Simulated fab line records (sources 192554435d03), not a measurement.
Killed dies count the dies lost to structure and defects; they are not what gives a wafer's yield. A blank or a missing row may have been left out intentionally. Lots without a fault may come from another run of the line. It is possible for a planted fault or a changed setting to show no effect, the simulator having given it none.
Which tool is to blame? / flow n5_finfet / 72 wafers from 24 lots sampled at 6 of the route's 1938 steps

== WHAT THE GAUGES SHOWED, per wafer ==
N5_BEOL_M7_CD_MEAS_35: the cd target is 40 nm. Usual: cd_nm reads 39.8 nm (standard deviation 0.53).
lot=L074; measured=day 9 02:21; on=cd_sem-01; cd_nm (nm)=39.4 39.8 39.0; flag=
lot=L075; measured=day 9 06:39; on=cd_sem-02; cd_nm (nm)=39.4 40.9 39.6; flag=
lot=L077; measured=day 9 12:23; on=cd_sem-03; cd_nm (nm)=38.8 40.3 39.9; flag=
lot=L076; measured=day 9 12:38; on=cd_sem-02; cd_nm (nm)=40.1 40.3 39.6; flag=
lot=L078; measured=day 9 23:14; on=cd_sem-03; cd_nm (nm)=39.5 39.9 40.4; flag=
lot=L079; measured=day 10 05:05; on=cd_sem-02; cd_nm (nm)=39.7 39.0 40.0; flag=
lot=L080; measured=day 10 11:50; on=cd_sem-03; cd_nm (nm)=39.6 40.2 40.0; flag=
lot=L082; measured=day 10 19:06; on=cd_sem-02; cd_nm (nm)=40.7 40.3 39.8; flag=
lot=L081; measured=day 10 19:19; on=cd_sem-01; cd_nm (nm)=39.3 40.0 39.8; flag=
lot=L083; measured=day 11 02:31; on=cd_sem-03; cd_nm (nm)=40.4 39.8 40.2; flag=
lot=L085; measured=day 11 02:55; on=cd_sem-02; cd_nm (nm)=39.5 39.3 40.2; flag=
lot=L084; measured=day 11 04:41; on=cd_sem-03; cd_nm (nm)=39.0 39.5 38.7; flag=
lot=L086; measured=day 12 10:26; on=cd_sem-03; cd_nm (nm)=39.0 39.6 39.4; flag=
lot=L089; measured=day 12 15:31; on=cd_sem-03; cd_nm (nm)=40.3 39.6 39.7; flag=
lot=L087; measured=day 12 15:34; on=cd_sem-01; cd_nm (nm)=39.6 39.6 39.8; flag=
lot=L088; measured=day 13 03:15; on=cd_sem-03; cd_nm (nm)=40.1 40.3 39.8; flag=
lot=L091; measured=day 13 07:09; on=cd_sem-02; cd_nm (nm)=39.8 39.7 39.5; flag=
lot=L090; measured=day 14 00:25; on=cd_sem-02; cd_nm (nm)=40.3 40.9 40.6; flag=
lot=L092; measured=day 14 12:25; on=cd_sem-02; cd_nm (nm)=40.0 40.1 40.6; flag=
lot=L093; measured=day 15 05:23; on=cd_sem-03; cd_nm (nm)=39.3 40.1 39.4; flag=
lot=L096; measured=day 15 06:13; on=cd_sem-01; cd_nm (nm)=39.5 39.0 38.4; flag=
lot=L094; measured=day 15 08:49; on=cd_sem-03; cd_nm (nm)=40.3 40.9 39.5; flag=
lot=L097; measured=day 16 03:28; on=cd_sem-03; cd_nm (nm)=39.3 40.6 39.8; flag=
lot=L095; measured=day 16 19:41; on=cd_sem-01; cd_nm (nm)=39.9 39.6 40.5; flag=

N5_BEOL_M7_THK_MEAS_53: measures by xrf. Usual: M7_THK 80.0 nm, standard deviation 2.1.
lot=L074; measured=day 9 05:05; on=film_metro-02; M7_THK (nm)=78.5 81.1 84.6; flag=
lot=L075; measured=day 9 09:53; on=film_metro-02; M7_THK (nm)=79.2 82.2 79.1; flag=
lot=L077; measured=day 9 14:38; on=film_metro-02; M7_THK (nm)=81.6 78.9 79.2; flag=
lot=L076; measured=day 9 14:54; on=film_metro-02; M7_THK (nm)=77.9 82.9 79.8; flag=
lot=L078; measured=day 10 01:37; on=film_metro-02; M7_THK (nm)=75.3 78.9 79.2; flag=
lot=L079; measured=day 10 06:58; on=film_metro-01; M7_THK (nm)=80.9 81.6 79.5; flag=
lot=L080; measured=day 10 16:05; on=film_metro-02; M7_THK (nm)=82.8 77.8 77.4; flag=
lot=L082; measured=day 10 20:56; on=film_metro-01; M7_THK (nm)=80.8 78.1 80.3; flag=
lot=L081; measured=day 10 21:51; on=film_metro-01; M7_THK (nm)=81.7 80.5 83.4; flag=
lot=L083; measured=day 11 04:47; on=film_metro-01; M7_THK (nm)=78.9 82.2 79.5; flag=
lot=L085; measured=day 11 05:51; on=film_metro-02; M7_THK (nm)=77.4 78.8 80.4; flag=
lot=L084; measured=day 11 06:36; on=film_metro-01; M7_THK (nm)=83.1 82.9 81.8; flag=
lot=L086; measured=day 12 15:04; on=film_metro-01; M7_THK (nm)=82.2 82.3 78.3; flag=
lot=L089; measured=day 12 18:34; on=film_metro-02; M7_THK (nm)=78.8 76.1 78.8; flag=
lot=L087; measured=day 12 18:50; on=film_metro-01; M7_THK (nm)=81.7 80.3 80.7; flag=
lot=L088; measured=day 13 06:54; on=film_metro-02; M7_THK (nm)=77.5 79.2 80.3; flag=
lot=L091; measured=day 13 08:55; on=film_metro-01; M7_THK (nm)=76.2 78.0 79.8; flag=
lot=L090; measured=day 14 02:30; on=film_metro-02; M7_THK (nm)=77.4 81.4 81.0; flag=
lot=L092; measured=day 14 14:11; on=film_metro-01; M7_THK (nm)=82.1 79.9 80.7; flag=
lot=L093; measured=day 15 08:40; on=film_metro-02; M7_THK (nm)=79.7 78.0 80.7; flag=
lot=L096; measured=day 15 10:00; on=film_metro-02; M7_THK (nm)=80.1 83.1 79.7; flag=
lot=L094; measured=day 15 11:02; on=film_metro-02; M7_THK (nm)=78.6 79.8 83.0; flag=
lot=L097; measured=day 16 07:06; on=film_metro-02; M7_THK (nm)=80.6 77.8 78.1; flag=
lot=L095; measured=day 17 00:40; on=film_metro-02; M7_THK (nm)=78.5 76.5 77.4; flag=

N5_BEOL_M7_RS_MEAS_57: the measuring method here is four-point-probe. Usual: M7_RS 0.287 ohm/sq, standard deviation 0.0085.
lot=L074; measured=day 9 05:13; on=film_metro-01; M7_RS (ohm/sq)=0.293 0.284 0.271; flag=
lot=L075; measured=day 9 10:01; on=film_metro-01; M7_RS (ohm/sq)=0.291 0.276 0.289; flag=
lot=L077; measured=day 9 14:46; on=film_metro-02; M7_RS (ohm/sq)=0.278 0.288 0.288; flag=
lot=L076; measured=day 9 15:02; on=film_metro-02; M7_RS (ohm/sq)=0.293 0.273 0.289; flag=
lot=L078; measured=day 10 01:47; on=film_metro-02; M7_RS (ohm/sq)=0.307 0.291 0.289; flag=
lot=L079; measured=day 10 07:06; on=film_metro-01; M7_RS (ohm/sq)=0.283 0.282 0.290; flag=
lot=L080; measured=day 10 16:13; on=film_metro-01; M7_RS (ohm/sq)=0.274 0.295 0.295; flag=
lot=L082; measured=day 10 21:06; on=film_metro-02; M7_RS (ohm/sq)=0.281 0.294 0.283; flag=
lot=L081; measured=day 10 22:01; on=film_metro-01; M7_RS (ohm/sq)=0.284 0.287 0.275; flag=
lot=L083; measured=day 11 04:55; on=film_metro-01; M7_RS (ohm/sq)=0.291 0.276 0.287; flag=
lot=L085; measured=day 11 05:59; on=film_metro-02; M7_RS (ohm/sq)=0.296 0.290 0.285; flag=
lot=L084; measured=day 11 06:44; on=film_metro-01; M7_RS (ohm/sq)=0.276 0.277 0.283; flag=
lot=L086; measured=day 12 15:12; on=film_metro-02; M7_RS (ohm/sq)=0.278 0.279 0.295; flag=
lot=L089; measured=day 12 18:44; on=film_metro-02; M7_RS (ohm/sq)=0.293 0.303 0.292; flag=
lot=L087; measured=day 12 18:58; on=film_metro-02; M7_RS (ohm/sq)=0.283 0.291 0.287; flag=
lot=L088; measured=day 13 07:02; on=film_metro-01; M7_RS (ohm/sq)=0.297 0.289 0.284; flag=
lot=L091; measured=day 13 09:03; on=film_metro-01; M7_RS (ohm/sq)=0.303 0.297 0.287; flag=
lot=L090; measured=day 14 02:38; on=film_metro-02; M7_RS (ohm/sq)=0.298 0.279 0.281; flag=
lot=L092; measured=day 14 14:19; on=film_metro-01; M7_RS (ohm/sq)=0.281 0.291 0.288; flag=
lot=L093; measured=day 15 08:48; on=film_metro-01; M7_RS (ohm/sq)=0.289 0.295 0.283; flag=
lot=L096; measured=day 15 10:08; on=film_metro-01; M7_RS (ohm/sq)=0.286 0.273 0.286; flag=
lot=L094; measured=day 15 11:10; on=film_metro-01; M7_RS (ohm/sq)=0.293 0.289 0.277; flag=
lot=L097; measured=day 16 07:14; on=film_metro-02; M7_RS (ohm/sq)=0.278 0.292 0.290; flag=
lot=L095; measured=day 17 00:48; on=film_metro-01; M7_RS (ohm/sq)=0.292 0.300 0.295; flag=

N5_BEOL_M8_INSPECT_13: inspects for defects (brightfield). Usual: raw_defect_count reads 392 (standard deviation 93).
lot=L074; measured=day 9 06:33; on=defect_inspect-01; raw_defect_count=398 409 321; flag=
lot=L075; measured=day 9 13:10; on=defect_inspect-02; raw_defect_count=363 463 374; flag=
lot=L077; measured=day 9 17:47; on=defect_inspect-02; raw_defect_count=381 310 378; flag=
lot=L076; measured=day 9 18:04; on=defect_inspect-01; raw_defect_count=453 416 395; flag=
lot=L078; measured=day 10 05:44; on=defect_inspect-02; raw_defect_count=561 396 445; flag=
lot=L079; measured=day 10 09:41; on=defect_inspect-01; raw_defect_count=363 472 459; flag=
lot=L080; measured=day 10 19:22; on=defect_inspect-02; raw_defect_count=489 418 453; flag=
lot=L082; measured=day 10 23:08; on=defect_inspect-01; raw_defect_count=373 329 347; flag=
lot=L081; measured=day 11 00:11; on=defect_inspect-02; raw_defect_count=497 453 424; flag=
lot=L083; measured=day 11 06:13; on=defect_inspect-01; raw_defect_count=438 417 291; flag=
lot=L085; measured=day 11 09:19; on=defect_inspect-01; raw_defect_count=387 193 462; flag=
lot=L084; measured=day 11 09:38; on=defect_inspect-01; raw_defect_count=257 373 387; flag=
lot=L086; measured=day 12 16:39; on=defect_inspect-02; raw_defect_count=346 432 350; flag=
lot=L089; measured=day 12 21:23; on=defect_inspect-02; raw_defect_count=409 372 393; flag=
lot=L087; measured=day 12 21:33; on=defect_inspect-01; raw_defect_count=293 367 328; flag=
lot=L088; measured=day 13 08:19; on=defect_inspect-02; raw_defect_count=250 288 450; flag=
lot=L091; measured=day 13 10:22; on=defect_inspect-01; raw_defect_count=442 380 355; flag=
lot=L090; measured=day 14 04:31; on=defect_inspect-02; raw_defect_count=177 238 223; flag=
lot=L092; measured=day 14 18:28; on=defect_inspect-01; raw_defect_count=329 339 394; flag=
lot=L093; measured=day 15 10:35; on=defect_inspect-02; raw_defect_count=534 579 602; flag=
lot=L096; measured=day 15 13:37; on=defect_inspect-02; raw_defect_count=462 450 444; flag=
lot=L094; measured=day 15 13:49; on=defect_inspect-02; raw_defect_count=391 421 395; flag=
lot=L097; measured=day 16 11:57; on=defect_inspect-02; raw_defect_count=512 319 395; flag=
lot=L095; measured=day 17 04:53; on=defect_inspect-01; raw_defect_count=329 434 407; flag=

== EACH LOT AND THE TOOL THAT RAN IT (in order: tool; ch and the chambers of the sampled wafers; start) ==
lot=L074; N5_BEOL_M7_ETCH_65=rie_diel-04 ch 0,1,3, day 9 01:49; N5_BEOL_M8_ILD_DEP_00=pecvd-01 ch 0,1,2, day 9 05:17
lot=L075; N5_BEOL_M7_ETCH_65=rie_diel-04 ch 0,1,3, day 9 06:07; N5_BEOL_M8_ILD_DEP_00=pecvd-04 ch 0,1, day 9 10:05
lot=L077; N5_BEOL_M7_ETCH_65=rie_diel-06 ch 0,2,3, day 9 11:51; N5_BEOL_M8_ILD_DEP_00=pecvd-04 ch 0,2, day 9 14:49
lot=L076; N5_BEOL_M7_ETCH_65=rie_diel-04 ch 0,1, day 9 12:06; N5_BEOL_M8_ILD_DEP_00=pecvd-01 ch 0,1, day 9 15:05
lot=L078; N5_BEOL_M7_ETCH_65=rie_diel-02 ch 0,1,2, day 9 22:43; N5_BEOL_M8_ILD_DEP_00=pecvd-04 ch 0,1,2, day 10 01:50
lot=L079; N5_BEOL_M7_ETCH_65=rie_diel-02 ch 1,2,3, day 10 04:33; N5_BEOL_M8_ILD_DEP_00=pecvd-01 ch 0,1, day 10 07:10
lot=L080; N5_BEOL_M7_ETCH_65=rie_diel-02 ch 0,2,3, day 10 11:19; N5_BEOL_M8_ILD_DEP_00=pecvd-01 ch 0,2, day 10 16:17
lot=L082; N5_BEOL_M7_ETCH_65=rie_diel-02 ch 1,3, day 10 18:34; N5_BEOL_M8_ILD_DEP_00=pecvd-04 ch 1,2, day 10 21:10
lot=L081; N5_BEOL_M7_ETCH_65=rie_diel-04 ch 2,3, day 10 18:47; N5_BEOL_M8_ILD_DEP_00=pecvd-04 ch 1,2, day 10 22:05
lot=L083; N5_BEOL_M7_ETCH_65=rie_diel-02 ch 0,2,3, day 11 01:59; N5_BEOL_M8_ILD_DEP_00=pecvd-02 ch 0,1,2, day 11 04:59
lot=L085; N5_BEOL_M7_ETCH_65=rie_diel-06 ch 0,1,2, day 11 02:23; N5_BEOL_M8_ILD_DEP_00=pecvd-01 ch 1,2, day 11 06:03
lot=L084; N5_BEOL_M7_ETCH_65=rie_diel-04 ch 0,3, day 11 04:09; N5_BEOL_M8_ILD_DEP_00=pecvd-02 ch 0,1,2, day 11 06:49
lot=L086; N5_BEOL_M7_ETCH_65=rie_diel-04 ch 0,1,2, day 12 09:55; N5_BEOL_M8_ILD_DEP_00=pecvd-02 ch 0,1,2, day 12 15:16
lot=L089; N5_BEOL_M7_ETCH_65=rie_diel-02 ch 0,1,3, day 12 14:59; N5_BEOL_M8_ILD_DEP_00=pecvd-01 ch 0,1,2, day 12 18:47
lot=L087; N5_BEOL_M7_ETCH_65=rie_diel-04 ch 0,1,2, day 12 15:02; N5_BEOL_M8_ILD_DEP_00=pecvd-04 ch 0,2, day 12 19:03
lot=L088; N5_BEOL_M7_ETCH_65=rie_diel-06 ch 0,1,2, day 13 02:43; N5_BEOL_M8_ILD_DEP_00=pecvd-04 ch 0,1,2, day 13 07:05
lot=L091; N5_BEOL_M7_ETCH_65=rie_diel-02 ch 0,1,2, day 13 06:37; N5_BEOL_M8_ILD_DEP_00=pecvd-04 ch 1,2, day 13 09:07
lot=L090; N5_BEOL_M7_ETCH_65=rie_diel-06 ch 2,3, day 13 23:52; N5_BEOL_M8_ILD_DEP_00=pecvd-01 ch 0,1, day 14 02:42
lot=L092; N5_BEOL_M7_ETCH_65=rie_diel-04 ch 2,3, day 14 11:53; N5_BEOL_M8_ILD_DEP_00=pecvd-01 ch 1,2, day 14 14:23
lot=L093; N5_BEOL_M7_ETCH_65=rie_diel-02 ch 0,2,3, day 15 04:52; N5_BEOL_M8_ILD_DEP_00=pecvd-01 ch 0,1,2, day 15 08:52
lot=L096; N5_BEOL_M7_ETCH_65=rie_diel-04 ch 2,3, day 15 05:40; N5_BEOL_M8_ILD_DEP_00=pecvd-02 ch 1,2, day 15 10:11
lot=L094; N5_BEOL_M7_ETCH_65=rie_diel-04 ch 0,1, day 15 08:17; N5_BEOL_M8_ILD_DEP_00=pecvd-01 ch 0,2, day 15 11:14
lot=L097; N5_BEOL_M7_ETCH_65=rie_diel-02 ch 0,2,3, day 16 02:55; N5_BEOL_M8_ILD_DEP_00=pecvd-02 ch 0,1,2, day 16 07:17
lot=L095; N5_BEOL_M7_ETCH_65=rie_diel-04 ch 1,3, day 16 19:10; N5_BEOL_M8_ILD_DEP_00=pecvd-04 ch 2, day 17 00:52
- N5_BEOL_M7_ETCH_65: etches SiARC in CF4, target depth 15.6 nm, time 26 s.
- N5_BEOL_M8_ILD_DEP_00: deposits SiCOH lowk from DEMS/porogen, target thk 179.75 nm, time 33.4 s.

== WHAT THE TOOLS THEMSELVES READ (means of the sampled wafers that have a number; where no wafer has one, the mark that the record gives instead) ==
N5_BEOL_M7_ETCH_65. Usual: drypump_motor_current_A 5.5 A, standard deviation 0.51; etch_rf_on_time_s 26.1 s, standard deviation 0.57; oes_product_au 0.67 a.u., standard deviation 0.063; rf_vpp_V 184.1 V, standard deviation 1.1; showerhead_plenum_p_Torr 2.15 Torr, standard deviation 0.048; throttle_valve_pct 15.62 %, standard deviation 0.17.
lot=L074; tool=rie_diel-04; drypump_motor_current_A (A)=5.5; etch_rf_on_time_s (s)=25.4; oes_product_au (a.u.)=0.69; rf_vpp_V (V)=185.3; showerhead_plenum_p_Torr (Torr)=2.19; throttle_valve_pct (%)=15.54; flag=
lot=L075; tool=rie_diel-04; drypump_motor_current_A (A)=5.5; etch_rf_on_time_s (s)=25.8; oes_product_au (a.u.)=0.68; rf_vpp_V (V)=184.2; showerhead_plenum_p_Torr (Torr)=2.19; throttle_valve_pct (%)=15.55; flag=
lot=L077; tool=rie_diel-06; drypump_motor_current_A (A)=5.7; etch_rf_on_time_s (s)=25.9; oes_product_au (a.u.)=0.68; rf_vpp_V (V)=183.4; showerhead_plenum_p_Torr (Torr)=2.12; throttle_valve_pct (%)=15.55; flag=
lot=L076; tool=rie_diel-04; drypump_motor_current_A (A)=5.8; etch_rf_on_time_s (s)=25.7; oes_product_au (a.u.)=0.65; rf_vpp_V (V)=184.3; showerhead_plenum_p_Torr (Torr)=2.21; throttle_valve_pct (%)=15.59; flag=
lot=L078; tool=rie_diel-02; drypump_motor_current_A (A)=5.8; etch_rf_on_time_s (s)=26.6; oes_product_au (a.u.)=0.67; rf_vpp_V (V)=183.5; showerhead_plenum_p_Torr (Torr)=2.15; throttle_valve_pct (%)=15.66; flag=
lot=L079; tool=rie_diel-02; drypump_motor_current_A (A)=5.7; etch_rf_on_time_s (s)=26.2; oes_product_au (a.u.)=0.70; rf_vpp_V (V)=184.3; showerhead_plenum_p_Torr (Torr)=2.18; throttle_valve_pct (%)=15.53; flag=
lot=L080; tool=rie_diel-02; drypump_motor_current_A (A)=5.5; etch_rf_on_time_s (s)=26.7; oes_product_au (a.u.)=0.66; rf_vpp_V (V)=184.4; showerhead_plenum_p_Torr (Torr)=2.17; throttle_valve_pct (%)=15.63; flag=
lot=L082; tool=rie_diel-02; drypump_motor_current_A (A)=5.5; etch_rf_on_time_s (s)=26.4; oes_product_au (a.u.)=0.64; rf_vpp_V (V)=184.3; showerhead_plenum_p_Torr (Torr)=2.16; throttle_valve_pct (%)=15.56; flag=
lot=L081; tool=rie_diel-04; drypump_motor_current_A (A)=5.2; etch_rf_on_time_s (s)=26.2; oes_product_au (a.u.)=0.70; rf_vpp_V (V)=184.2; showerhead_plenum_p_Torr (Torr)=2.14; throttle_valve_pct (%)=15.59; flag=
lot=L083; tool=rie_diel-02; drypump_motor_current_A (A)=5.6; etch_rf_on_time_s (s)=26.7; oes_product_au (a.u.)=0.66; rf_vpp_V (V)=184.7; showerhead_plenum_p_Torr (Torr)=2.17; throttle_valve_pct (%)=15.63; flag=
lot=L085; tool=rie_diel-06; drypump_motor_current_A (A)=5.4; etch_rf_on_time_s (s)=25.9; oes_product_au (a.u.)=0.62; rf_vpp_V (V)=183.5; showerhead_plenum_p_Torr (Torr)=2.16; throttle_valve_pct (%)=15.78; flag=
lot=L084; tool=rie_diel-04; drypump_motor_current_A (A)=5.2; etch_rf_on_time_s (s)=25.8; oes_product_au (a.u.)=0.69; rf_vpp_V (V)=183.6; showerhead_plenum_p_Torr (Torr)=2.16; throttle_valve_pct (%)=15.54; flag=
lot=L086; tool=rie_diel-04; drypump_motor_current_A (A)=5.4; etch_rf_on_time_s (s)=26.0; oes_product_au (a.u.)=0.66; rf_vpp_V (V)=184.7; showerhead_plenum_p_Torr (Torr)=2.15; throttle_valve_pct (%)=15.68; flag=
lot=L089; tool=rie_diel-02; drypump_motor_current_A (A)=5.3; etch_rf_on_time_s (s)=26.6; oes_product_au (a.u.)=0.62; rf_vpp_V (V)=184.0; showerhead_plenum_p_Torr (Torr)=2.15; throttle_valve_pct (%)=15.67; flag=
lot=L087; tool=rie_diel-04; drypump_motor_current_A (A)=5.4; etch_rf_on_time_s (s)=26.0; oes_product_au (a.u.)=0.66; rf_vpp_V (V)=184.2; showerhead_plenum_p_Torr (Torr)=2.15; throttle_valve_pct (%)=15.69; flag=
lot=L088; tool=rie_diel-06; drypump_motor_current_A (A)=5.4; etch_rf_on_time_s (s)=25.9; oes_product_au (a.u.)=0.67; rf_vpp_V (V)=184.3; showerhead_plenum_p_Torr (Torr)=2.15; throttle_valve_pct (%)=15.63; flag=
lot=L091; tool=rie_diel-02; drypump_motor_current_A (A)=5.8; etch_rf_on_time_s (s)=26.6; oes_product_au (a.u.)=0.65; rf_vpp_V (V)=183.8; showerhead_plenum_p_Torr (Torr)=2.15; throttle_valve_pct (%)=15.71; flag=
lot=L090; tool=rie_diel-06; drypump_motor_current_A (A)=6.1; etch_rf_on_time_s (s)=25.7; oes_product_au (a.u.)=0.70; rf_vpp_V (V)=184.2; showerhead_plenum_p_Torr (Torr)=2.10; throttle_valve_pct (%)=15.57; flag=
lot=L092; tool=rie_diel-04; drypump_motor_current_A (A)=5.2; etch_rf_on_time_s (s)=26.3; oes_product_au (a.u.)=0.68; rf_vpp_V (V)=183.5; showerhead_plenum_p_Torr (Torr)=2.13; throttle_valve_pct (%)=15.64; flag=
lot=L093; tool=rie_diel-02; drypump_motor_current_A (A)=5.6; etch_rf_on_time_s (s)=27.1; oes_product_au (a.u.)=0.63; rf_vpp_V (V)=185.1; showerhead_plenum_p_Torr (Torr)=2.16; throttle_valve_pct (%)=15.68; flag=
lot=L096; tool=rie_diel-04; drypump_motor_current_A (A)=5.2; etch_rf_on_time_s (s)=26.1; oes_product_au (a.u.)=0.67; rf_vpp_V (V)=183.3; showerhead_plenum_p_Torr (Torr)=2.13; throttle_valve_pct (%)=15.66; flag=
lot=L094; tool=rie_diel-04; drypump_motor_current_A (A)=5.8; etch_rf_on_time_s (s)=25.8; oes_product_au (a.u.)=0.63; rf_vpp_V (V)=185.0; showerhead_plenum_p_Torr (Torr)=2.19; throttle_valve_pct (%)=15.67; flag=
lot=L097; tool=rie_diel-02; drypump_motor_current_A (A)=5.5; etch_rf_on_time_s (s)=26.4; oes_product_au (a.u.)=0.72; rf_vpp_V (V)=184.6; showerhead_plenum_p_Torr (Torr)=2.16; throttle_valve_pct (%)=15.53; flag=
lot=L095; tool=rie_diel-04; drypump_motor_current_A (A)=5.9; etch_rf_on_time_s (s)=26.1; oes_product_au (a.u.)=0.63; rf_vpp_V (V)=184.3; showerhead_plenum_p_Torr (Torr)=2.19; throttle_valve_pct (%)=15.66; flag=

N5_BEOL_M8_ILD_DEP_00. Usual: heater_power_w 327 W, standard deviation 50; showerhead_plenum_p_Torr 5.740 Torr, standard deviation 0.016; throttle_valve_pct 13.9 %, standard deviation 0.91.
lot=L074; tool=pecvd-01; heater_power_w (W)=337; showerhead_plenum_p_Torr (Torr)=5.744; throttle_valve_pct (%)=13.3; flag=
lot=L075; tool=pecvd-04; heater_power_w (W)=334; showerhead_plenum_p_Torr (Torr)=5.727; throttle_valve_pct (%)=15.3; flag=
lot=L077; tool=pecvd-04; heater_power_w (W)=326; showerhead_plenum_p_Torr (Torr)=5.737; throttle_valve_pct (%)=14.4; flag=
lot=L076; tool=pecvd-01; heater_power_w (W)=337; showerhead_plenum_p_Torr (Torr)=5.746; throttle_valve_pct (%)=13.6; flag=
lot=L078; tool=pecvd-04; heater_power_w (W)=329; showerhead_plenum_p_Torr (Torr)=5.737; throttle_valve_pct (%)=14.6; flag=
lot=L079; tool=pecvd-01; heater_power_w (W)=359; showerhead_plenum_p_Torr (Torr)=5.744; throttle_valve_pct (%)=13.8; flag=
lot=L080; tool=pecvd-01; heater_power_w (W)=316; showerhead_plenum_p_Torr (Torr)=5.744; throttle_valve_pct (%)=13.2; flag=
lot=L082; tool=pecvd-04; heater_power_w (W)=294; showerhead_plenum_p_Torr (Torr)=5.746; throttle_valve_pct (%)=14.1; flag=
lot=L081; tool=pecvd-04; heater_power_w (W)=279; showerhead_plenum_p_Torr (Torr)=5.734; throttle_valve_pct (%)=14.5; flag=
lot=L083; tool=pecvd-02; heater_power_w (W)=338; showerhead_plenum_p_Torr (Torr)=5.729; throttle_valve_pct (%)=13.4; flag=
lot=L085; tool=pecvd-01; heater_power_w (W)=302; showerhead_plenum_p_Torr (Torr)=5.767; throttle_valve_pct (%)=13.2; flag=
lot=L084; tool=pecvd-02; heater_power_w (W)=334; showerhead_plenum_p_Torr (Torr)=5.745; throttle_valve_pct (%)=13.4; flag=
lot=L086; tool=pecvd-02; heater_power_w (W)=345; showerhead_plenum_p_Torr (Torr)=5.745; throttle_valve_pct (%)=13.4; flag=
lot=L089; tool=pecvd-01; heater_power_w (W)=345; showerhead_plenum_p_Torr (Torr)=5.750; throttle_valve_pct (%)=13.4; flag=
lot=L087; tool=pecvd-04; heater_power_w (W)=381; showerhead_plenum_p_Torr (Torr)=5.729; throttle_valve_pct (%)=14.9; flag=
lot=L088; tool=pecvd-04; heater_power_w (W)=320; showerhead_plenum_p_Torr (Torr)=5.731; throttle_valve_pct (%)=14.5; flag=
lot=L091; tool=pecvd-04; heater_power_w (W)=282; showerhead_plenum_p_Torr (Torr)=5.738; throttle_valve_pct (%)=14.1; flag=
lot=L090; tool=pecvd-01; heater_power_w (W)=294; showerhead_plenum_p_Torr (Torr)=5.754; throttle_valve_pct (%)=13.5; flag=
lot=L092; tool=pecvd-01; heater_power_w (W)=330; showerhead_plenum_p_Torr (Torr)=5.750; throttle_valve_pct (%)=13.2; flag=
lot=L093; tool=pecvd-01; heater_power_w (W)=320; showerhead_plenum_p_Torr (Torr)=5.746; throttle_valve_pct (%)=13.4; flag=
lot=L096; tool=pecvd-02; heater_power_w (W)=336; showerhead_plenum_p_Torr (Torr)=5.741; throttle_valve_pct (%)=13.2; flag=
lot=L094; tool=pecvd-01; heater_power_w (W)=366; showerhead_plenum_p_Torr (Torr)=5.731; throttle_valve_pct (%)=13.9; flag=
lot=L097; tool=pecvd-02; heater_power_w (W)=337; showerhead_plenum_p_Torr (Torr)=5.749; throttle_valve_pct (%)=13.7; flag=
lot=L095; tool=pecvd-04; heater_power_w (W)=293; showerhead_plenum_p_Torr (Torr)=5.751; throttle_valve_pct (%)=14.1; flag=

== THE ANSWER, worked out from the rows above alone ==
Rule: a lot is off if the mean of its wafers that have a number lies more than 3 standard deviations from the usual mean. Also off: a lot with no number at a reading for which 4 or more lots have one. Any other lot the step has rows for is counted as sound. First the gauges in route order, then the tools' own readings, where a lot's mean is used as printed above. The first step at which some lot is off is used, and at that step the reading that is off furthest; a lot without a number counts as furthest.
Nothing can be told from this: no lot is off at any reading shown.

== WHAT WAS PUT IN BY THE SIMULATOR ==
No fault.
